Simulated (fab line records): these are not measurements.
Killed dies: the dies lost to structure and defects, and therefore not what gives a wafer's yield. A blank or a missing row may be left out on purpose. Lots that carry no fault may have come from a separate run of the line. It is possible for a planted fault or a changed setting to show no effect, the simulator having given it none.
Split-lot study | flow n5Finfet | 7 lots, 21 wafers read, on a route of 1938 steps

== ON THE SPLIT ==
At N5_BEOL_M0_SAQP_EXPOSE_11 (exposes mask M0 CORE, target cd 42 nm), the setting doseMj was moved away from the recipe's 55 on 5 of the 21 wafers read, by -6.3% to -2.6%. For the rest of the wafers, this setting stayed at what the recipe calls for.

== FROM THE SPLIT TO THE READING: what the file shows between them, 2 steps ==
- N5_BEOL_M0_SAQP_PEB_12: peb time 60 s
- N5_BEOL_M0_SAQP_DEVELOP_13: develop time 30 s

== THE READING ==
cdNm, in nm, at N5_BEOL_M0_SAQP_CD_MEAS_14 (target cd 42.5 nm). Fault-free wafers of this fab line usually give 42.4 nm, standard deviation 0.39 nm.

wafer  | tool, chamber at the split | doseMj as run | against the recipe | cdNm, nm | against lot-mates on the recipe
L077.1 | arfiScanner-02, 0          | 55            | recipe             | 42.3     | -
L077.2 | arfiScanner-02, 0          | 55            | recipe             | 42.3     | -
L077.4 | arfiScanner-02, 0          | 51.55         | -6.3%              | 44.8     | +2.5
L079.1 | arfiScanner-02, 0          | 55            | recipe             | 43.0     | -
L079.3 | arfiScanner-02, 0          | 55            | recipe             | 42.2     | -
L079.4 | arfiScanner-02, 0          | 55            | recipe             | 42.5     | -
L087.1 | arfiScanner-03, 0          | 55            | recipe             | 42.9     | -
L087.2 | arfiScanner-03, 0          | 52.34         | -4.8%              | 44.1     | +1.1
L087.4 | arfiScanner-03, 0          | 55            | recipe             | 43.1     | -
L089.2 | arfiScanner-03, 0          | 55            | recipe             | 42.5     | -
L089.3 | arfiScanner-03, 0          | 55            | recipe             | 42.4     | -
L089.6 | arfiScanner-03, 0          | 55            | recipe             | 42.7     | -
L092.2 | arfiScanner-01, 0          | 52.66         | -4.3%              | 43.3     | +1.3
L092.4 | arfiScanner-01, 0          | 55            | recipe             | 41.6     | -
L092.5 | arfiScanner-01, 0          | 55            | recipe             | 42.4     | -
L093.3 | arfiScanner-02, 0          | 55            | recipe             | 42.7     | -
L093.5 | arfiScanner-02, 0          | 53.57         | -2.6%              | 43.6     | +0.9
L093.6 | arfiScanner-02, 0          | 53.57         | -2.6%              | 43.8     | +1.1
L096.3 | arfiScanner-02, 0          | 55            | recipe             | 42.2     | -
L096.4 | arfiScanner-02, 0          | 55            | recipe             | 42.5     | -
L096.6 | arfiScanner-02, 0          | 55            | recipe             | 42.4     | -

THE FIT
A straight line over all 21 wafers: cdNm changes by -0.339 nm for each +1% of doseMj; r = -0.87; the points scatter about the line by 0.37 nm.
The same after taking each lot's own level away (the mean of its wafers on the recipe; 21 wafers): -0.337 nm for each +1%; r = -0.93; scatter 0.26 nm.
The reading moves by 2.1 nm for the largest change in doseMj, on that fit.
Across the lots, their own levels run from 42.00 to 43.00 nm, a range of 2.6 times the standard deviation given above.
The two slopes agree, so the slope changes little with the lot-to-lot level.
Check: +1.82 nm against its lot-mates is what the line predicts for one of the wafers moved furthest among these (-6.3%) when that wafer is left out of the fit. Against them it came out at +2.5 nm.

== THESE WAFERS: OTHER SPLITS ==
Before the reading, these wafers also passed through other splits. Each is held against what the fit with the lots' levels taken away leaves over:
other split on the same wafers       | wafers away from the commonest value | r with cdNm (lot level and that fit taken away)
N5_MOL_CONTACT_COAG_COAT_64 spinRpm  | 7                                    | -0.24
N5_MOL_CONTACT_COAG_EXPOSE_37 doseMj | 5                                    | -0.03
N5_BEOL_M0_SAQP_COAT_08 spinRpm      | 5                                    | +0.24

== THE FILE'S OWN FIT ==
cdNm changes by -0.332 nm for each +1% of doseMj, r = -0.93.
